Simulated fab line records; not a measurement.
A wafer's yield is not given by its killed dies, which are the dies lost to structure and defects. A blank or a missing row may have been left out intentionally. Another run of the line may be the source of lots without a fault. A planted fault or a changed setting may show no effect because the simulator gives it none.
Chamber matching | flow n5Finfet | N5_ZERO_LAYER_DESCUM_16 on rieDiel-03 has 4 sister chambers
The step chemistry O2, time 7.9 s. 27 wafers are shown with their chamber, then 12 later ones without.

WAFERS PAIRED WITH THEIR CHAMBERS
wafer  | chamber | drypumpMotorCurrentA (A) | showerheadPlenumPTorr (Torr) | throttleValvePct (%)
L079.1 | 2       | 5.3                      | 2.08                         | 20.48
L079.2 | 1       | 5.4                      | 1.99                         | 20.80
L079.3 | 0       | 5.1                      | 2.08                         | 20.38
L079.4 | 3       | 6.3                      | 2.16                         | 20.59
L079.5 | 0       | 5.1                      | 2.08                         | 20.37
L079.6 | 1       | 5.4                      | 1.99                         | 20.80
L080.4 | 2       | 5.3                      | 2.08                         | 20.48
L080.5 | 3       | 6.3                      | 2.16                         | 20.59
L080.6 | 2       | 5.3                      | 2.08                         | 20.46
L081.1 | 2       | 5.3                      | 2.08                         | 20.48
L081.2 | 1       | 5.4                      | 1.98                         | 20.83
L081.3 | 3       | 6.3                      | 2.16                         | 20.58
L081.4 | 0       | 5.1                      | 2.08                         | 20.37
L081.5 | 2       | 5.3                      | 2.08                         | 20.50
L081.6 | 1       | 5.4                      | 1.98                         | 20.82
L084.1 | 0       | 5.1                      | 2.08                         | 20.37
L084.2 | 2       | 5.3                      | 2.07                         | 20.49
L084.3 | 1       | 5.4                      | 1.98                         | 20.82
L084.4 | 3       | 6.4                      | 2.15                         | 20.60
L084.5 | 0       | 5.1                      | 2.08                         | 20.39
L084.6 | 3       | 6.4                      | 2.15                         | 20.61
L086.2 | 1       | 5.3                      | 1.98                         | 20.83
L086.3 | 3       | 6.4                      | 2.15                         | 20.61
L086.4 | 2       | 5.3                      | 2.07                         | 20.48
L087.1 | 2       | 5.3                      | 2.07                         | 20.50
L087.3 | 1       | 5.4                      | 1.98                         | 20.83
L087.5 | 0       | 5.1                      | 2.08                         | 20.39

SIGNATURES (means of the wafers above)
reading               | chamber 0 | chamber 1 | chamber 2 | chamber 3 | scatter within a chamber
drypumpMotorCurrentA  | 5.100     | 5.386     | 5.300     | 6.350     | 0.032
showerheadPlenumPTorr | 2.0800    | 1.9829    | 2.0762    | 2.1550    | 0.00457
throttleValvePct      | 20.3783   | 20.8186   | 20.4838   | 20.5967   | 0.0123
Rule: for each reading, subtract the chamber's mean from the wafer's reading, divide by that reading's scatter and square the result; add these up over the readings and take the root, which gives the wafer's distance from the chamber. If the next closest chamber is less than 2 further off than the closest, the wafer can't be placed; otherwise it belongs to the closest. How the scatter is found: for the shown wafers, subtract from each reading the mean of its chamber, square and add these, divide the total by (wafers less chambers), then take the root.

WAFERS WITH NO CHAMBER GIVEN
wafer  | drypumpMotorCurrentA (A) | showerheadPlenumPTorr (Torr) | throttleValvePct (%)
L090.1 | 5.1                      | 2.08                         | 20.42
L090.3 | 5.3                      | 2.07                         | 20.52
L090.6 | 6.4                      | 2.15                         | 20.63
L091.1 | 6.4                      | 2.15                         | 20.62
L091.2 | 5.1                      | 2.07                         | 20.41
L091.4 | 5.3                      | 2.07                         | 20.51
L094.3 | 5.4                      | 2.24                         | 20.47
L094.4 | 6.4                      | 2.15                         | 20.64
L094.6 | 5.3                      | 2.07                         | 20.52
L096.3 | 5.3                      | 2.24                         | 20.50
L096.5 | 6.4                      | 2.14                         | 20.63
L096.6 | 5.4                      | 2.24                         | 20.47

WHICH CHAMBER EACH ONE RAN IN
wafer  | from the rows above          | in truth
L090.1 | 0                            | 0
L090.3 | 2                            | 2
L090.6 | 3                            | 3
L091.1 | 3                            | 3
L091.2 | 0                            | 0
L091.4 | 2                            | 2
L094.3 | can't be placed: 2 or 3 or 0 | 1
L094.4 | 3                            | 3
L094.6 | 2                            | 2
L096.3 | can't be placed: 2 or 0      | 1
L096.5 | 3                            | 3
L096.6 | can't be placed: 2 or 3 or 0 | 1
Placed correctly: 9 of 12. Can't be placed from these rows: 3 (the true chamber is among the candidates in 0). Placed wrongly: 0.
